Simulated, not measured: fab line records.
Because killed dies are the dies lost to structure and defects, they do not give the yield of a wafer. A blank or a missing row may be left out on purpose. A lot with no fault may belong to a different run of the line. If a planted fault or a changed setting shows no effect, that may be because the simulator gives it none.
8D (eight disciplines) problem report, filled in by code + flow n5-finfet + the parts of the form that need people (team, actions taken, sign-off) are left out

1. WHAT IS WRONG
Wafers without a fault read 120.5 nm, standard deviation 0.69; cd-nm at N5_SD_EPI_N_CD_MEAS_09 reads a mean of 115.7 nm on 6 wafers belonging to 2 lots. That is -7.0 standard deviations from the usual mean.
The step: target cd 120 nm.
First seen on wafer L881.1, day 8 06:40, on cd-sem-02. At this step, 30 wafers from 10 lots have a number in the record. By rule, "out" or "out of limits" means more than 4 standard deviations away from the usual mean. All remaining wafers that have a number are taken as sound.

2. WHAT IT IS AND WHAT IT IS NOT
| question                    | is                     | is not                                                              |
|-----------------------------|------------------------|---------------------------------------------------------------------|
| which readings at this step | cd-nm                  | -                                                                   |
| which lots                  | L881, L882             | L860, L861, L867, L868, L871, L872, L874, L883                      |
| which wafers of those lots  | all that have a number | -                                                                   |
| read on which gauges        | cd-sem-02, cd-sem-03   | cd-sem-01                                                           |
| when                        | from day 8 06:40       | up to then (21 sound wafers); but 3 sound wafers of L883 came after |

3. WHAT RULES OUT EACH SUSPECT
Counting: a tool at any process step up to the reading remains a suspect when it ran all the lots that are out and ran no sound lot after the first of those.
- the gauge at N5_SD_EPI_N_CD_MEAS_09 has been ruled out. 2 gauges (cd-sem-02, cd-sem-03) read the wafers that are out.
- arfi-scanner-02 at N5_SD_EPI_N_EXPOSE_06 (exposes mask SD N BLK, target cd 120 nm): kept. All lots that are out passed through it, beginning with L881 at day 8 06:32, and no sound lot followed; its final sound lot before that point was L868 at day 5 03:16. On those wafers its own readings are out: exposure-dose-mJ-cm2.
Left after counting: arfi-scanner-02 at N5_SD_EPI_N_EXPOSE_06.

4. THE CAUSE (what the simulator had put in)
Process parameters drifting: arfi-scanner-02 at N5_SD_EPI_N_EXPOSE_06, beginning at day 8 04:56. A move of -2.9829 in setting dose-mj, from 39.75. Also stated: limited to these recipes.
Only this tool survived the counting.

5. THE CHAIN OF EFFECTS, in route order
Each row: a reading where the mean over the struck wafers with a number is more than 3 standard deviations away from the usual. Readings are gone through only where the record gives a usual standard deviation; hours: the median, over the lots, of the time from a lot's start at the first step in this table giving one to that lot's start at this step; sigmas: the change measured in usual standard deviations.
| hours | step                   | reading              | usual    | on struck wafers | change | sigmas |
|-------|------------------------|----------------------|----------|------------------|--------|--------|
| 0     | N5_SD_EPI_N_EXPOSE_06  | exposure-dose-mJ-cm2 | 39.72    | 37.05            | -2.67  | -70    |
| 0     | N5_SD_EPI_N_CD_MEAS_09 | cd-nm                | 120.5 nm | 115.7            | -4.8   | -7.0   |
It contains these process steps:
- N5_SD_EPI_N_EXPOSE_06: exposes mask SD N BLK, target cd 120 nm.

6. WHAT WOULD HAVE CAUGHT IT SOONER
In this record the first reading out of limits at a measuring or inspecting step was taken at day 8 06:40, 2 hours after the fault began at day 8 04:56.
Tool's own readings at N5_SD_EPI_N_EXPOSE_06, exposure-dose-mJ-cm2: out on all struck wafers the step has rows for; an alarm limit on them would have tripped on the first.
Of the lots that are out (2), L882 began N5_SD_EPI_N_EXPOSE_06 on arfi-scanner-02 after day 8 06:40. Putting the tool on hold at that point would have spared it.
